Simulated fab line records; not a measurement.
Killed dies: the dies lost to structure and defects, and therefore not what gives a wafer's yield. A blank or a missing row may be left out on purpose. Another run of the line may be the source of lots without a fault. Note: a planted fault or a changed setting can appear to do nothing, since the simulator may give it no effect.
A struck lot beside a sound one | flow nand harc | 25 steps out of a route of 1302
Sound: the wafers L545.1, L545.2, L545.3. Struck: wafer L536.5. (L536.4 of the same lot was not struck and is left out.) The cause comes at the end.
Order at every step that has rows: each side's tool, ch and its chambers, its first start. Under that, the readings that differ: sound wafers | struck wafers | difference of the means | sigmas: that difference in standard deviations of wafers without a fault.
alike: same words and numbers on both sides, and readings whose means sit less than 2 such deviations apart. not compared: any withheld reading, any reading some wafer has no value for, any bound like >300 that may hide the same value, and any number with overlapping values for which the record gives no deviation.
The two part at a step that has a row with sigmas, a row that says differs or no value, or rows on one side only. Non-overlapping numbers with no deviation appear without sigmas and do not part them. Lack of a reading on every wafer of one side parts them only where that side has two or more wafers.

first, 5 steps without rows for these wafers: NHARC_P_GATE_PRECLEAN_71 (cleans in SC1); NHARC_P_GATE_SRD_72; NHARC_P_GATE_OXIDE_16 (material SiO2, target thk 3 nm, ox time 392 s); NHARC_P_GATE_CVD_17 (deposits poly-Si, target thk 150 nm, time 900 s); NHARC_P_GATE_HM_DEP_102 (deposits aC, target thk 120 nm).
NHARC_P_GATE_DEP_103: deposits SiON, target thk 30 nm.
  sound on pecvd-01 ch 0,1,2, day 13 06:38; struck on pecvd-01 ch 1, day 9 17:22
  alike: heater power w
then, 6 steps without rows for these wafers: NHARC_P_GATE_DEHYDRATE_18 (time 120 s); NHARC_P_GATE_HMDS_19 (time 30 s); NHARC_P_GATE_COAT_20 (resist thk 90 nm); NHARC_P_GATE_SOFTBAKE_21 (time 55 s); NHARC_P_GATE_EBR_22; NHARC_P_GATE_EXPOSE_23 (exposes mask P GATE, target cd 120 nm).
NHARC_P_GATE_PEB_24: peb time 65 s.
  sound on litho track-06 ch 0, day 13 07:07; struck on litho track-01 ch 0, day 9 17:53
  reading                  | sound             | struck | difference | sigmas
  heater power total W (W) | 156.8 156.2 157.1 | 166.9  | +10.2      | +24
then, 1 step without rows for these wafers: NHARC_P_GATE_DEVELOP_25 (develop time 35 s).
NHARC_P_GATE_CD_MEAS_26 targets a cd of 120 nm.
  sound on cd sem-02 ch 0, day 13 07:12; struck on cd sem-01 ch 0, day 9 17:58
  reading    | sound             | struck | difference | sigmas
  cd nm (nm) | 119.8 120.9 121.0 | 124.9  | +4.3       | +8
NHARC_P_GATE_OVL_MEAS_27:
  sound on overlay-02, day 13 07:17; struck on overlay-01, day 9 18:02
  reading           | sound       | struck | difference | sigmas
  overlay x nm (nm) | 0.0 0.0 0.2 | 1.9    | +1.8       | +3
  alike: overlay y nm
NHARC_P_GATE_INSPECT_28:
  sound on defect inspect-02, day 13 07:19; struck on defect inspect-01, day 9 18:05
  alike: raw defect count
NHARC_P_GATE_DESCUM_31: chemistry O2, time 3 s.
  sound on rie diel-13 ch 0,1,3, day 13 07:23; struck on rie diel-02 ch 2, day 9 18:10
  reading                 | sound           | struck | difference | sigmas
  model.P_GATE.cd nm (nm) | 120.7 120.9 121 | 124.8  | +3.9       |
  alike: drypump motor current A, oes product au, rf vpp V, showerhead plenum p Torr, throttle valve pct
  not compared: rf hours counter h
NHARC_P_GATE_ETCH_104: etches the open film in CF4/CHF3, target depth 60 nm.
  sound on rie diel-13 ch 0,1,3, day 13 07:29; struck on rie diel-02 ch 0, day 9 18:14
  alike: drypump motor current A, oes product au, rf vpp V, showerhead plenum p Torr, throttle valve pct
NHARC_P_GATE_HM_OPEN_105: chemistry O2/COS, target depth 360 nm.
  sound: rie diel-13 ch 0,1,3; struck: rie diel-02 ch 2
  alike: drypump motor current A, oes product au, rf vpp V, showerhead plenum p Torr, throttle valve pct
  not compared: rf hours counter h
then, 1 step without rows for these wafers: NHARC_P_GATE_STRIP_106 (strips in O2/COS).
NHARC_P_GATE_ETCH_114: etches the open film in CF4/O2, target depth 30 nm, overetch 3 nm, time 16.5 s.
  sound: rie diel-13 ch 0,1,3; struck: rie diel-02 ch 1
  reading               | sound             | struck | difference | sigmas
  oes product au (a.u.) | 0.999 0.990 0.997 | 1.014  | +0.019     | +3
  alike: drypump motor current A, rf vpp V, showerhead plenum p Torr, throttle valve pct
  not compared: rf hours counter h
NHARC_P_GATE_ETCH_32: etches the open film in HBr/Cl2, target depth 150 nm, time 100.1 s.
  sound on rie si-02 ch 0,1,3, day 13 07:55; struck on rie si-02 ch 1, day 9 18:36
  reading                 | sound             | struck | difference | sigmas
  model.P_GATE.cd nm (nm) | 122.9 119.9 121.6 | 124.2  | +2.7       |
  alike: drypump motor current A, oes product au, throttle valve pct
  not compared: rf hours counter h
NHARC_P_GATE_STRIP_108: strips in O2.
  sound on rie diel-02 ch 1,2,3, day 13 08:04; struck on rie diel-13 ch 3, day 9 18:49
  alike: drypump motor current A, oes product au, rf vpp V, showerhead plenum p Torr, throttle valve pct
  not compared: rf hours counter h
NHARC_END_SORT_01:
  the record has rows for the sound wafers here (prober-01 ch 0, day 32 07:31) and none for the struck ones

## WHERE THEY PART
First at NHARC_P_GATE_PEB_24; last, within this record, at NHARC_END_SORT_01.

WHY: what had been put in by the simulator
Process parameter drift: litho track-01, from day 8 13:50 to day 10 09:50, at NHARC_P_GATE_PEB_24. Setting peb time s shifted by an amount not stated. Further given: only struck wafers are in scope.
